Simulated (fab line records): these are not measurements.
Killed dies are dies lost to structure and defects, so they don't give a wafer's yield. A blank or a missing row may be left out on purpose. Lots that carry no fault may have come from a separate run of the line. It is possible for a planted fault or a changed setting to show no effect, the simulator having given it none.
The tool behind it: which one?	flow n5Finfet	Sampling: 10 lots, 29 wafers, 2 of 1938 route steps

## WHAT THE GAUGES SHOWED, per wafer
N5_BEOL_M4_RC_MEAS_101.
lot	measured	on	DIBL_N (mV/V)
L591	day 9 02:22	prober-02	36.8 34.5 35.9
L592	day 10 01:57	prober-02	33.3 38.8 31.5
L594	day 10 11:35	prober-02	37.2 40.6 39.5
L595	day 10 06:04	prober-01	41.7 34.2 40.5
L596	day 10 20:36	prober-02	34.7 36.8 32.4
L599	day 11 10:42	prober-02	35.6 36.0 32.7
L601	day 12 06:16	prober-01	37.4 37.1 35.6
L610	day 14 05:31	prober-01	36.3 35.6
L613	day 15 03:29	prober-02	34.4 36.6 37.4
L614	day 15 13:25	prober-01	34.9 37.3 35.3

## TOOL THAT RAN EACH LOT (tool first, then ch and the chambers of the sampled wafers, then the start)
lot	N5_BEOL_M4_HM_DEP_02
L591	pvdSputter-03, day 7 23:35
L592	pvdSputter-03, day 8 20:48
L594	pvdSputter-02, day 9 06:59
L595	pvdSputter-01, day 9 09:43
L596	pvdSputter-01, day 9 11:31
L599	pvdSputter-03, day 10 11:41
L601	pvdSputter-01, day 11 11:08
L610	pvdSputter-02, day 13 19:32
L613	pvdSputter-01, day 14 11:08
L614	pvdSputter-03, day 14 16:47
- N5_BEOL_M4_HM_DEP_02: deposits TiN, target thk 20 nm.

## THE ANSWER, worked out from the rows above alone
Rule: what is usual is taken from the lots themselves. Put in order of their means at a reading, lots are off if they are a third of the lots or fewer, leave a main group of 4 or more, and stand apart from it by a gap of 3 or more times the standard deviation of the main group's means; of several such gaps the widest counts. A main group is skipped when, at the precision printed for the reading in the tables above, its means are all equal. Also off: a lot with no number at a reading for which 4 or more lots have one. Any other lot the step has rows for is counted as sound.
Across all readings shown, no lot is off: no conclusion can be drawn from this.

## WHAT THE SIMULATOR HAD INSERTED
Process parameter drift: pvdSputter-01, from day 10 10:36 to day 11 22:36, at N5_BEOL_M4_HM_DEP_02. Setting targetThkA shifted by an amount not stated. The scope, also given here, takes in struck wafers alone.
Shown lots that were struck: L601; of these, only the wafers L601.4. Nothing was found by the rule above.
